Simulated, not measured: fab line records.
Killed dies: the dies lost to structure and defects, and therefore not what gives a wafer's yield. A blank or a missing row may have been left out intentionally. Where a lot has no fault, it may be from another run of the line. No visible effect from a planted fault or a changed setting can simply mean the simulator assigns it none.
fab line records | flow n5Finfet
record: lots: 3 | wafers: 8 | lastDay: 18
route steps=1938 shown BEOL_M4@1099 BEOL_M5@1112 BEOL_M8@1336 PASSIVATION@1936
lots untouched by any fault: they come from a run of this same line in which no faults occurred
startH: start of the lot's first displayed wafer, in hours after the record's first day | waitH: hours since the lot's step before | " identical to the entry in the row above | L1.1+2: a row that stands for several wafers | - no value present, or no start provided | * or withheld: withheld | < > ~ a bound
route shown NAME@n: a module of which the file shows steps, and the number in the route of the first | usual: mean and standard deviation over wafers with no fault | same: alike in all rows | chamber/n: place in a boat | sites: per-site readings | _std_site: standard deviation across them | _edge_site: inner sites' mean taken away from outer sites' mean | radiusMm: how far each site lies from the wafer's centre | mask NAME#n: copy n | behind: the last tool/chamber to shape the wafer | hold: reason for holding the lot/hours on hold/outcome of the hold | device: the transistor (n, p or np) that didn't switch | end of line: the same wafers' tests at the end of the route | for a step that has no rows: nothing shown but its recipe | killed: at the first sort, the dies lost to defects and structure; wafer yield is something else | map: a wafer's dies, x killed, . not, _ none there
set.NAME: setting as actually run; set.NAME@STEP: the setting as run at that earlier step | model.NAME: the simulator's own value behind a step, which no gauge read
certain route steps with their lots: each step a table, each wafer a row
services: a tool's chamber out of use, with start hour (startH, from the record's first day; less than 0 if before it), hours out, and reason
== steps ==
step: N5_BEOL_M4_ANNEAL_95
recipe: tempC: 400 | timeS: 240 | ambient: vacuum
step: N5_BEOL_M4_SPUTTER_96
recipe: material: Cu | targetThkA: 45 | tempC: -20 | chamberPressurePa: 0.07 | powerW: withheld | timeS: 8.29
step: N5_BEOL_M4_ECD_50
recipe: material: Cu | targetThkA: 3000
step: N5_BEOL_M4_ANNEAL_51
recipe: tempC: 225 | timeS: 90 | ambient: N2
step: N5_BEOL_M4_CMP_52
recipe: stopOn: SiOC | tOverpolishS: 6.8 | downForcePsi: 1 | platenRpm: 50 | clearingPlatenDownForcePsi: 1.5 | clearingPlatenRpm: 50 | postCmpClean: cuAlkaline | targetThkNm: 40 | clearingPlatenPadVelocityMS: 0.99484 | padVelocityMS: 0.99484
step: N5_BEOL_M4_PRE_CLEAN_60
recipe: gas: NH3/H2 | timeS: 15 | tempC: * | rfPowerW: 300
step: N5_BEOL_M4_CO_CAP_55
recipe: material: Co | targetThkA: 20 | tempC: 200 | precursor: CCTBA/H2 | pressureTorr: 30 | timeS: 102.1
step: N5_BEOL_M4_PRE_CLEAN_56
recipe: gas: NH3 | timeS: 15 | tempC: withheld | rfPowerW: 300
step: N5_BEOL_M4_DEP_57
recipe: material: SiCN | targetThkA: 80 | tempC: withheld | precursor: 3MS/NH3 | pressureTorr: 3 | rfW: 202 | timeS: 14
step: N5_BEOL_M4_RC_MEAS_101
usual: DIBL_N: 36.0/1.9 | DIBL_P: 35.6/2.2 | IOFF_N: 0.15/0.031 | IOFF_P: 0.19/0.032 | ION_N: 668/11 | ION_P: 455/7.2 | SS_N: 71.5/0.65 | SS_P: 73.4/0.64 | VT_N: 251/3.6 | VT_P: -253/3.3
lot.wafer | tool      | chamber | startH | waitH | DIBL_N[mV/V] | DIBL_P[mV/V] | IOFF_N[nA/um] | IOFF_P[nA/um] | ION_N[uA/um] | ION_P[uA/um] | SS_N[mV/dec] | SS_P[mV/dec] | VT_N[mV] | VT_P[mV]
L100.2    | prober-02 | 0       | 226.81 | 0.2   | 38.0         | 38.6         | 0.21          | 0.24          | 678          | 460          | 72.4         | 73.2         | 245      | -249
L100.3    | "         | 0       | "      | "     | 35.6         | 35.3         | 0.15          | 0.19          | 671          | 460          | 71.4         | 72.9         | 253      | -252
L100.4    | "         | 0       | "      | "     | 37.9         | 38.4         | 0.19          | 0.23          | 674          | 453          | 71.7         | 74.3         | 247      | -251
L110.4    | prober-02 | 0       | 304.67 | 0.5   | 36.5         | 37.5         | 0.16          | 0.20          | 669          | 453          | 71.7         | 73.2         | 250      | -252
L110.6    | "         | 0       | "      | "     | 35.4         | 35.7         | 0.14          | 0.17          | 660          | 449          | 71.6         | 73.2         | 256      | -255
L117.3    | prober-02 | 0       | 322.74 | 0.3   | 36.7         | 36.8         | 0.16          | 0.21          | 679          | 462          | 71.7         | 74.5         | 253      | -251
L117.4    | "         | 0       | "      | "     | 34.6         | 34.9         | 0.14          | 0.19          | 672          | 459          | 71.3         | 73.6         | 250      | -251
L117.5    | "         | 0       | "      | "     | 35.8         | 36.5         | 0.16          | 0.21          | 668          | 459          | 72.2         | 73.2         | 254      | -250
step: N5_BEOL_M5_ILD_DEP_00
recipe: material: SiCOH_lowk | targetThkA: 1406.4 | tempC: 300 | precursor: DEMS/porogen | pressureTorr: 5 | rfW: 500 | timeS: 25.9
step: N5_BEOL_M5_CURE_79
recipe: tempC: 385 | timeS: 240 | ambient: He/Ar | material: SiCOH_lowk
step: N5_BEOL_M5_PECVD_70
recipe: material: SiO2 | targetThkA: 160 | tempC: 400 | precursor: TEOS/O2 | pressureTorr: 5.5 | rfW: 450 | teosFlowSccm: 53.8 | gas: O2 | flowSccm: 3000 | timeS: 18
step: N5_BEOL_M5_HM_DEP_02
recipe: material: TiN | targetThkA: 200 | tempC: 25 | chamberPressurePa: 0.49996
step: N5_BEOL_M5_COAT_59
recipe: resist: SOC | tempC: 250 | timeS: 60 | spinRpm: 1500 | resistThkNm: 60
step: N5_BEOL_M5_COAT_60
recipe: resist: SiARC | tempC: 220 | timeS: 60 | spinRpm: 1500 | resistThkNm: 12
step: N5_BEOL_M5_COAT_71
recipe: resist: underlayer | tempC: 205 | timeS: 60 | spinRpm: 1500 | resistThkNm: 5
step: N5_BEOL_M5_COAT_05
recipe: resist: CAR-EUV | spinRpm: 1500 | resistThkNm: 30
step: N5_BEOL_M5_EBR_07
recipe: solvent: PGMEA | ebrWidthMm: 1.5
step: N5_BEOL_M5_SOFTBAKE_06
recipe: tempC: 110 | timeS: 60 | resist: CAR-EUV
step: N5_BEOL_M5_EXPOSE_08
recipe: maskId: M5 | na: 0.33 | sourceShape: annular | sigmaInner: 0.4 | sigmaOuter: 0.8 | polarization: unpolarized | targetCdNm: 28 | doseMj: 35.75
step: N5_BEOL_M5_PEB_09
recipe: pebTempC: 100 | pebTimeS: 60 | resist: CAR-EUV
step: N5_BEOL_M5_DEVELOP_10
recipe: developTimeS: 30 | developer: TMAH | resist: CAR-EUV | rinseLiquid: surfactantRinse | dry: airSpin | devTempC: 23
step: N5_BEOL_M5_DESCUM_16
recipe: chemistry: O2 | timeS: 7 | sourcePowerW: 50 | biasPowerW: 20 | pressureMtorr: 20 | rfFrequencyHz: 2.712e+07 | tempC: 40 | resist: CAR-EUV | o2FlowSccm: 225
step: N5_BEOL_M5_ETCH_72
recipe: chemistry: N2/H2 | target: underlayer | targetDepthA: 65 | maskMaterial: CAR-EUV | timeS: 5.2 | ionEnergyEv: 200 | pressureMtorr: 30 | sourceW: 840 | biasW: 150 | n2FlowSccm: 200 | h2FlowSccm: 200 | ends: cleared
step: N5_BEOL_M5_ETCH_61
recipe: chemistry: CF4 | target: SiARC | targetDepthA: 156 | maskMaterial: CAR-EUV | timeS: 26 | ionEnergyEv: 80 | pressureMtorr: 40 | sourceW: 545 | biasW: 36 | Ar_flow_sccm: 100 | cf4FlowSccm: 100 | ends: cleared
step: N5_BEOL_M5_ETCH_62
recipe: chemistry: N2/H2 | target: SOC | targetDepthA: 750 | overetchA: 150 | maskMaterial: SiARC | tempC: 40 | timeS: 112.5 | ionEnergyEv: 200 | pressureMtorr: 30 | sourceW: 840 | biasW: 150 | n2FlowSccm: 200 | h2FlowSccm: 200
step: N5_BEOL_M5_STRIP_63
recipe: chemistry: N2/H2 | tempC: 40 | n2FlowSccm: 200 | h2FlowSccm: 200 | rfFrequencyHz: 6e+07
step: N5_BEOL_M5_STRIP_73
recipe: chemistry: N2/H2 | tempC: 40 | n2FlowSccm: 200 | h2FlowSccm: 200 | rfFrequencyHz: 6e+07
step: N5_BEOL_M5_STRIP_64
recipe: chemistry: CF4 | resist: SiARC | powerW: 300 | biasPowerW: 75 | pressureMtorr: 50 | cf4FlowSccm: 150 | rfFrequencyHz: 6e+07
step: N5_BEOL_M5_HM_OPEN_17
recipe: chemistry: Cl2/BCl3 | targetDepthA: 200 | overetchA: 60 | target: TiN | maskMaterial: SOC | ionEnergyEv: 150 | pressureMtorr: 10 | icpW: 1000 | biasW: 126 | Cl2_flow_sccm: 53.25 | bcl3FlowSccm: 21.75 | Ar_flow_sccm: 25
step: N5_BEOL_M5_STRIP_19
recipe: chemistry: O2 | powerW: 400 | tempC: 40 | pressureMtorr: 30 | rfFrequencyHz: 6e+07 | biasPowerW: 0 | overashFraction: 0.2 | o2FlowSccm: 225
step: N5_BEOL_M5_COAT_65
recipe: resist: SOC | tempC: 250 | timeS: 60 | spinRpm: 1500 | resistThkNm: 60
step: N5_BEOL_M5_COAT_66
recipe: resist: SiARC | tempC: 220 | timeS: 60 | spinRpm: 1500 | resistThkNm: 12
step: N5_BEOL_M8_HM_DEP_02
recipe: material: TiN | targetThkA: 200 | tempC: 25 | chamberPressurePa: 0.49996
usual: throttleValvePct: 29.8/0.8
lot.wafer | tool          | chamber | startH | waitH | throttleValvePct | model.TiN_of_BEOL_M8_HM_DEP_02.thkNm
L100.2    | pvdSputter-01 | -       | 256.88 | 0.6   | 28.2             | 20
L100.3    | "             | -       | "      | "     | 29.9             | 19.8
L100.4    | "             | -       | "      | "     | 31.3             | 20
L110.4    | pvdSputter-01 | -       | 335.69 | 2.8   | 30.2             | 28.4
L110.6    | "             | -       | "      | "     | 30.2             | 20.2
L117.3    | pvdSputter-03 | -       | 357.58 | 2.7   | 29.4             | 20
L117.4    | "             | -       | "      | "     | 29.2             | 19.6
L117.5    | "             | -       | "      | "     | 29.2             | 19.6
step: N5_BEOL_M8_HM_OPEN_17
recipe: chemistry: Cl2/BCl3 | targetDepthA: 200 | overetchA: 60 | target: TiN | maskMaterial: SOC | ionEnergyEv: 150 | pressureMtorr: 10 | icpW: 1000 | biasW: 126 | Cl2_flow_sccm: 53.25 | bcl3FlowSccm: 21.75 | Ar_flow_sccm: 25
usual: drypumpMotorCurrentA: 5.7/0.57 | oesProductAu: 0.67/0.052 | throttleValvePct: 22.07/0.17
lot.wafer | tool        | chamber | startH | waitH | drypumpMotorCurrentA | oesProductAu | rfHoursCounterH | throttleValvePct | model.etch.depthNm
L100.2    | rieMetal-01 | 1       | 257.88 | 0.0   | 5.0                  | 0.65         | 49              | 21.98            | 20.1
L100.3    | "           | 1       | "      | "     | 5.0                  | 0.64         | -               | 22.00            | 19.88
L100.4    | "           | 0       | "      | "     | 5.5                  | 0.64         | -               | 22.12            | 20.02
L110.4    | rieMetal-01 | 1       | 336.63 | 0.1   | 5.0                  | 0.74         | -               | 21.83            | 25.29
L110.6    | "           | 0       | "      | "     | 5.5                  | 0.64         | -               | 22.12            | 20.18
L117.3    | rieMetal-01 | 1       | 358.53 | 0.1   | 5.0                  | 0.64         | -               | 22.00            | 19.96
L117.4    | "           | 0       | "      | "     | 5.5                  | 0.62         | -               | 22.15            | 19.6
L117.5    | "           | 0       | "      | "     | 5.5                  | 0.63         | -               | 22.15            | 19.69
step: N5_BEOL_M8_VIA_ETCH_34
recipe: chemistry: C4F6/O2 | target: SiCOH_lowk | targetDepthA: 1255 | maskMaterial: SOC | taperDeg: 4 | timeS: 50.5 | ionEnergyEv: 250 | pressureMtorr: 30 | sourceW: 345 | biasW: 185 | Ar_flow_sccm: 300 | C4F6_flow_sccm: 10 | O2_flow_sccm: 10
usual: drypumpMotorCurrentA: 5.6/0.35 | oes_f_703_au: 0.82/0.076 | oesProductAu: 0.82/0.08 | rfVppV: 664/16 | showerheadPlenumPTorr: 2.91/0.065 | throttleValvePct: 20.66/0.27
lot.wafer | tool       | chamber | startH | waitH | drypumpMotorCurrentA | oes_f_703_au | oesProductAu | rfHoursCounterH | rfVppV | showerheadPlenumPTorr | throttleValvePct
L100.2    | rieDiel-06 | 3       | 260.11 | 0.0   | 4.9                  | 0.69         | 0.68         | 234             | 661    | 2.71                  | 20.91
L100.3    | "          | 2       | "      | "     | 5.6                  | 0.95         | 0.91         | 18              | 638    | 2.90                  | 20.43
L100.4    | "          | 1       | "      | "     | 5.6                  | 0.79         | 0.78         | 108             | 672    | 2.86                  | 21.01
L110.4    | rieDiel-01 | 2       | 339.73 | 0.0   | 5.9                  | 0.76         | 0.40         | -               | 653    | 2.95                  | 20.42
L110.6    | "          | 0       | "      | "     | 5.9                  | 0.79         | 0.81         | -               | 666    | 3.02                  | 20.59
L117.3    | rieDiel-04 | 2       | 361.40 | 0.0   | 5.9                  | 0.95         | 0.97         | 1               | 672    | 2.81                  | 20.68
L117.4    | "          | 2       | "      | "     | 5.9                  | 0.95         | 0.97         | -               | 673    | 2.81                  | 20.69
L117.5    | "          | 0       | "      | "     | 6.1                  | 0.84         | 0.85         | -               | 675    | 2.87                  | 20.40
step: N5_BEOL_M8_TRENCH_ETCH_37
recipe: chemistry: C4F6/O2 | targetDepthA: 934.78 | target: SiCOH_lowk | timeS: 31.2 | ionEnergyEv: 250 | pressureMtorr: 30 | sourceW: 345 | biasW: 185 | Ar_flow_sccm: 300 | C4F6_flow_sccm: 10 | O2_flow_sccm: 10
usual: drypumpMotorCurrentA: 5.6/0.35 | oes_f_703_au: 0.82/0.076 | oesProductAu: 0.82/0.081 | rfVppV: 664/16 | showerheadPlenumPTorr: 2.91/0.065 | throttleValvePct: 20.69/0.27
lot.wafer | tool       | chamber | startH | waitH | drypumpMotorCurrentA | oes_f_703_au | oesProductAu | rfHoursCounterH | rfVppV | showerheadPlenumPTorr | throttleValvePct | model.TiN_of_BEOL_M8_HM_DEP_02.thkNm
L100.2    | rieDiel-06 | 3       | -      | -     | 4.9                  | 0.68         | 0.68         | 234             | 663    | 2.70                  | 20.91            | 17.4
L100.3    | "          | 2       | "      | "     | 5.7                  | 0.95         | 0.91         | 18              | 638    | 2.90                  | 20.47            | 17.2
L100.4    | "          | 1       | "      | "     | 5.6                  | 0.79         | 0.79         | 108             | 673    | 2.86                  | 21.06            | 17.4
L110.4    | rieDiel-01 | 2       | -      | -     | 5.9                  | 0.77         | 0.74         | -               | 654    | 2.95                  | 20.55            | 26
L110.6    | "          | 0       | "      | "     | 5.9                  | 0.79         | 0.81         | -               | 668    | 3.02                  | 20.62            | 17.6
L117.3    | rieDiel-04 | 2       | -      | -     | 5.9                  | 0.95         | 0.98         | 1               | 672    | 2.81                  | 20.73            | 17.2
L117.4    | "          | 2       | "      | "     | 5.9                  | 0.95         | 0.97         | -               | 671    | 2.81                  | 20.73            | 16.8
L117.5    | "          | 0       | "      | "     | 6.1                  | 0.84         | 0.85         | -               | 674    | 2.87                  | 20.46            | 17
step: N5_BEOL_M8_OCD_MEAS_38
usual: trenchDepthNm: 93.4/1.8
lot.wafer | tool   | chamber | startH | waitH | trenchDepthNm
L100.2    | ocd-02 | -       | 260.36 | -     | 91.4
L100.3    | "      | -       | "      | "     | 94.0
L100.4    | "      | -       | "      | "     | 92.4
L110.4    | ocd-01 | -       | 339.96 | -     | 22.1
L110.6    | "      | -       | "      | "     | 92.8
L117.3    | ocd-01 | -       | 361.65 | -     | 95.7
L117.4    | "      | -       | "      | "     | 95.0
L117.5    | "      | -       | "      | "     | 95.8
step: N5_BEOL_M8_CD_MEAS_35
recipe: targetCdNm: 40 | polarity: opening
usual: cdNm: 39.7/0.62
lot.wafer | tool     | chamber | startH | waitH | cdNm
L100.2    | cdSem-03 | -       | 260.51 | 0.0   | 40.3
L100.3    | "        | -       | "      | "     | 40.3
L100.4    | "        | -       | "      | "     | 39.2
L110.4    | cdSem-02 | -       | 340.13 | 0.0   | -
L110.6    | "        | -       | "      | "     | 39.4
L117.3    | cdSem-03 | -       | 361.80 | 0.0   | 40.7
L117.4    | "        | -       | "      | "     | 40.2
L117.5    | "        | -       | "      | "     | 40.0
step: N5_BEOL_M8_THK_MEAS_53
recipe: thkMeasGauge: xrf | reads: Cu_of_BEOL_M8_ECD_50
usual: M8_THK: 78.7/2.2
lot.wafer | tool         | chamber | startH | waitH | M8_THK[nm]
L100.2    | filmMetro-01 | -       | 263.37 | -     | 77.1
L100.3    | "            | -       | "      | "     | 78.3
L100.4    | "            | -       | "      | "     | 78.3
L110.4    | filmMetro-01 | -       | 343.00 | -     | -
L110.6    | "            | -       | "      | "     | 79.1
L117.3    | filmMetro-02 | -       | 364.44 | -     | 82.1
L117.4    | "            | -       | "      | "     | 82.8
L117.5    | "            | -       | "      | "     | 82.2
step: N5_PASSIVATION_PROBE_49
usual: defectLimitedYield: 91.3/1.4 | killed_at_M0_to_M3: 34/10 | killed_at_M4_up: 14/5.5 | killedAtContacts: 12/6 | killedAtFrontEnd: 40/10 | killedAtOther: 3.0/2.4 | killedDies: 103/17 | killedOnRim: 13/4.3 | killedOpen: 68/13 | killedShort: 34/7.8 | sort_bin_5_function: 5.1/0.97 | sort_bin_6_memory: 3.3/0.66 | sortNPass: 1077/17 | sortYieldPct: 91.2/1.4
same: grossDies: 1180 | killedAtBackSide: 0 | sort_bin_4_leakage[%]: 0 | sort_bin_8_speed[%]: 0
lot.wafer | tool      | chamber | startH | waitH | defectLimitedYield[%] | killed_at_M0_to_M3 | killed_at_M4_up | killedAtContacts | killedAtFrontEnd | killedAtOther | killedDies | killedOnRim | killedOpen | killedShort | sort_bin_5_function[%] | sort_bin_6_memory[%] | sortNPass | sortYieldPct[%]
L100.2    | prober-02 | -       | 323.41 | 0.5   | 88.3                  | 49                 | 10              | 9                | 65               | 5             | 138        | 16          | 75         | 61          | 6.4                    | 4.6                  | 1042      | 88.3
L100.3    | prober-02 | -       | 323.46 | 0.5   | 90.8                  | 45                 | 18              | 7                | 36               | 2             | 108        | 12          | 65         | 40          | 5.1                    | 3.8                  | 1072      | 90.8
L100.4    | prober-02 | -       | 323.51 | 0.6   | 89.2                  | 51                 | 14              | 3                | 57               | 2             | 127        | 12          | 86         | 40          | 5.7                    | 4.5                  | 1053      | 89.2
L110.4    | prober-02 | -       | 410.25 | 0.2   | 11.6                  | 33                 | 939             | 11               | 58               | 2             | 1043       | 151         | 79         | 33          | 84.6                   | 3.4                  | 137       | 11.6
L110.6    | prober-02 | -       | 410.35 | 0.3   | 91.7                  | 27                 | 12              | 14               | 39               | 6             | 98         | 14          | 71         | 26          | 4.8                    | 3.1                  | 1082      | 91.7
L117.3    | prober-02 | -       | 424.53 | 0.1   | 90.8                  | 33                 | 23              | 13               | 37               | 3             | 109        | 14          | 77         | 32          | 4.8                    | 4.2                  | 1071      | 90.8
L117.4    | prober-02 | -       | 424.58 | 0.2   | 88.6                  | 54                 | 13              | 12               | 54               | 2             | 135        | 24          | 85         | 43          | 7.3                    | 3.2                  | 1045      | 88.6
L117.5    | prober-02 | -       | 424.63 | 0.2   | 91.1                  | 34                 | 20              | 4                | 44               | 3             | 105        | 13          | 76         | 29          | 5.2                    | 3.5                  | 1075      | 91.1
killed by level:class
L100.2 GATE_CUT:geometricParticle:short=21 FIN_SAQP:geometricParticle:open=17 BEOL_M1:geometricParticle:open=9 BEOL_M2:geometricParticle:open=9 FIN_SAQP:geometricParticle:short=8 MOL_CONTACT_COAG:geometricParticle:open=8 BEOL_M0:geometricParticle:short=7 BEOL_M3:geometricParticle:open=7
L100.3 GATE_CUT:geometricParticle:open=9 BEOL_M0_SAQP:geometricParticle:open=8 BEOL_M1:geometricParticle:open=8 BEOL_M4:geometricParticle:open=7 FIN_SAQP:geometricParticle:open=6 GATE_CUT:geometricParticle:short=6 BEOL_M2:geometricParticle:open=6 BEOL_M0_SAQP:geometricParticle:short=6
L100.4 STI_FIN_REVEAL:geometricParticle:open=20 FIN_SAQP:geometricParticle:short=12 BEOL_M1:geometricParticle:open=11 BEOL_M0_SAQP:geometricParticle:short=10 BEOL_M3:geometricParticle:open=9 BEOL_M0_SAQP:geometricParticle:open=8 GATE_CUT:geometricParticle:short=6 BEOL_M2:geometricParticle:open=6
L110.4 BEOL_M8:areaOpen=930 STI_FIN_REVEAL:geometricParticle:open=31 MOL_CONTACT_COAG:geometricParticle:open=9 BEOL_M3:geometricParticle:open=7 BEOL_M0_SAQP:geometricParticle:short=6 BEOL_M2:geometricParticle:open=5 FIN_SAQP:geometricParticle:open=4 STI_FIN_REVEAL:geometricParticle:short=4
L110.6 FIN_SAQP:geometricParticle:open=18 MOL_CONTACT_COAG:geometricParticle:open=11 FIN_SAQP:geometricParticle:short=8 BEOL_M0_SAQP:geometricParticle:short=7 BEOL_M0:geometricParticle:open=7 BEOL_M0_SAQP:geometricParticle:open=5 BEOL_M2:geometricParticle:open=5 BEOL_M5:geometricParticle:open=5
L117.3 BEOL_M4:geometricParticle:open=16 MOL_CONTACT_COAG:geometricParticle:open=11 FIN_SAQP:geometricParticle:short=9 BEOL_M1:geometricParticle:open=8 STI_FIN_REVEAL:geometricParticle:open=7 BEOL_M2:geometricParticle:open=7 FIN_SAQP:geometricParticle:open=6 STI_FIN_REVEAL:geometricParticle:short=5
L117.4 BEOL_M0_SAQP:geometricParticle:short=17 STI_FIN_REVEAL:geometricParticle:open=12 MOL_CONTACT_COAG:geometricParticle:open=12 FIN_SAQP:geometricParticle:short=10 FIN_SAQP:geometricParticle:open=10 BEOL_M0_SAQP:geometricParticle:open=9 BEOL_M2:geometricParticle:open=9 BEOL_M0:geometricParticle:open=7
L117.5 FIN_SAQP:geometricParticle:open=15 BEOL_M1:geometricParticle:open=11 STI_FIN_REVEAL:geometricParticle:open=10 BEOL_M3:geometricParticle:open=8 BEOL_M5:geometricParticle:open=8 FIN_SAQP:geometricParticle:short=7 BEOL_M4:geometricParticle:open=7 BEOL_M1:geometricParticle:short=5
map L110.4 (x killed, . not)
_________________xxxxxxxxxxxx________________
______________xxxxxxxxxxxxxxxxxx_____________
___________xxxxxxxxxxxxxxxxxxxxxxxx__________
__________xxx..xxxxxxxxxxxxxxxxxxxxx_________
________xxxxxxxxxxxxxxxxxxxxxxxxxxxxxx_______
_______xxxxxxxx.xxxxxxxxxxxxxxxxxxxxxxx______
______xxxxxxxxx..xxxxxx.xxxxxxxxxxxxxxxx_____
_____xxxxxx.xxxxx.xxx....xxxxx.xxxxxxxxxx____
____xxxxx..xxxxxxxx......xxxxx.xxxxxxxxxxx___
___xxxxxxxxxxxxxx...x......xxxxxxxxxxxxxxxx__
___xxxxxxxxxxxxx.x.......xxxxxx.xx...xxxxxx__
__xxxxxxxxxxxxxxxx.....xx.xxxx.x.xxxxxxxxxxx_
__xxxxxxxxxxxxx.xxxx..x.xxxxxxx.xxxxxxxxxxxx_
_xxxxxxxxxxxxxxx..x.x.x.x.xxxxxxxxxxxxxxxxxxx
_xxxxxxxxxxxxx.x.x.xxxxxxxxxxxxxxxxxxxxxxxxxx
_xxxxxxxxxxxxxx..x..xx.xx.xxxxxxxxxxxxxxxxxxx
_xxx.xxxxxxxxxxxx.xxxxxxxxxxxxxxxxxx.xxxxxxxx
_xxxxxxxxxxxxxxxxxxxxxxxxxxxxxxxxxxxxxxxxxxxx
_xxxx.xxxxxxxxxxx.xxxxxxxx.xxx.xxxxxxxxxxxxxx
_xxxxxxxxxxxx......xxxx.........xxxxxxxxxxxxx
_xxxxxxxxxxx..x.......xx......xxxxxxxxxxxxxxx
__xxxxxxxxxxxx....xxx.....xx..xxxxxx.xxxxxxx_
__xxxxxxxxxxx.x.xxxxx.xx..xxxx.xxxxxxxxxxxxx_
___xxxxxxxxx.xxxxxxxx.xxxxxxxxxxxxxxx.xxxxx__
___xxxxxxxxxxx.xxxxxxxxxxxxxxxxxxxxxxxxxxxx__
____xxxxxxxxxxxxxx.xxx.xxxxxxxxxxxxxxxxxxx___
_____xxxx.xxxxx.xxxxxxxxxxxxxxxxxxxxxxxxx____
______xxxxxxxxxxxxxxxxxxxxxxxxxxxxxxxxxx_____
_______xxxxxxxxxxxxx.xxxxxxxxxxxxxxxxxx______
________xxxxxxxxxxx.xxxxxxxxxxxxxxxxxx_______
__________xxxxxxxxxxxxxxxxxxxxxxxxxx_________
___________xxxxxxxxxxxxxxxxxxxxxxxx__________
______________xxxxxxxxxxxxxx.xxx_____________
_________________xxxxxxxxxxxx________________
map L100.2 (x killed, . not)
_________________...x....x...________________
______________...x.............._____________
___________..xx...............x....__________
__________.........................._________
________.......................x......_______
_______........xx...x....x...x...x.....______
______..x..x.x................x...x.x..._____
_____...........x....x..............x.x..____
____.xx............................x......___
___....x....x.......x......x...............__
___......xx.x........x.....................__
__......................x.......x......x...._
__.......x.........................x....x..._
_x...x.....x.......................x.........
_.x.....x.....x..x........x.x.....x..........
_x..x.........xx....x....xx..x........xx.....
_....x.....xx......x......................x..
_.x...x............x..........x.x.........x..
_..........x.....xx..........................
_........x..........x.....................x..
_........x.x...........x...x....x............
__....................x..............xxxx..x_
__x..x.............xx......x...............x_
___.x......x.....x........x.........xx..x..__
___x......x.......x.....x............x...x.__
____................x...........x.........___
_____......x.........x..xx..xx..x........____
______....xx.......x...x..x........x...._____
_______....x.x.....x................x..______
________.........x......xx............_______
__________..x.......x............x.._________
___________.......x.............x..__________
______________.x........x......._____________
_________________......x.....________________
== services ==
tool          | chamber | startH | hours | kind
rieDiel-01    | -       | 252.18 | 2.8   | pm
rieDiel-06    | 3       | 304.55 | -     | clean
rieDiel-06    | 3       | 304.55 | -     | consumableReplace:focusRing
rieDiel-06    | 3       | 304.55 | -     | consumableReplace:showerhead
rieDiel-06    | 3       | 304.55 | 15.0  | scheduledDown
rieDiel-06    | 3       | 304.55 | 15.0  | ventCycle
rieDiel-01    | 1       | 310.65 | -     | clean
rieDiel-01    | 1       | 310.65 | -     | consumableReplace:focusRing
rieDiel-01    | 1       | 310.65 | 29.0  | scheduledDown
rieDiel-01    | 1       | 310.65 | 29.0  | ventCycle
rieDiel-04    | 2       | 335.54 | -     | clean
rieDiel-04    | 2       | 335.54 | -     | consumableReplace:focusRing
rieDiel-04    | 2       | 335.54 | 23.7  | scheduledDown
rieDiel-04    | 2       | 335.54 | 23.7  | ventCycle
rieDiel-04    | 1       | 338.83 | 3.5   | repair
pvdSputter-01 | -       | 344.74 | 1.6   | repair
rieDiel-06    | 1       | 354.22 | 10.2  | repair
rieDiel-01    | 0       | 354.91 | 5.7   | repair
rieDiel-04    | 1       | 359.22 | -     | clean
rieDiel-04    | 1       | 359.22 | -     | consumableReplace:focusRing
rieDiel-04    | 1       | 359.22 | 19.2  | scheduledDown
rieDiel-04    | 1       | 359.22 | 19.2  | ventCycle
== key ==
firstSign: step: N5_BEOL_M8_VIA_ETCH_34 | reading: oesProductAu | direction: down | sigmas: 5.3 | usual: 0.82 | struck: 0.40
effect: step: N5_BEOL_M8_OCD_MEAS_38 | reading: trenchDepthNm | direction: down | sigmas: 39 | usual: 93.4 | struck: 22.1
effect: step: N5_BEOL_M8_CD_MEAS_35 | reading: cdNm | direction: missing
effect: step: N5_BEOL_M8_THK_MEAS_53 | reading: M8_THK | direction: missing
effect: step: N5_PASSIVATION_PROBE_49 | reading: killed_at_M4_up | direction: up | sigmas: 99+ | usual: 14 | struck: 939
modelEffect: step: N5_BEOL_M8_HM_DEP_02 | value: TiN_of_BEOL_M8_HM_DEP_02.thkNm | without: 20.4 | struck: 28.4
modelEffect: step: N5_BEOL_M8_HM_OPEN_17 | value: etch.depthNm | without: 20.49 | struck: 25.29
modelEffect: step: N5_BEOL_M8_TRENCH_ETCH_37 | value: TiN_of_BEOL_M8_HM_DEP_02.thkNm | without: 18 | struck: 26
moreKillsBornAt: N5_BEOL_M8_HM_OPEN_17@rieMetal-01: 930
metAt N5_BEOL_M8_HM_DEP_02
struckWafers L110.4
laterRowsLeftOut L110.4
onsetBetween 256.88 335.69
fault: kind: processParameterDrift | tool: pvdSputter-01 | chamber: - | onsetH: 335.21 | steps: N5_BEOL_M8_HM_DEP_02 | channel: targetThkA | offset: * | shape: step | endH: 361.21 | scope: struckWafersOnly | actsIn: * | stated: *
laterRowsLeftOut: the simulator's readings of these wafers behind a module that went badly wrong aren't trusted and aren't shown, but for the sort
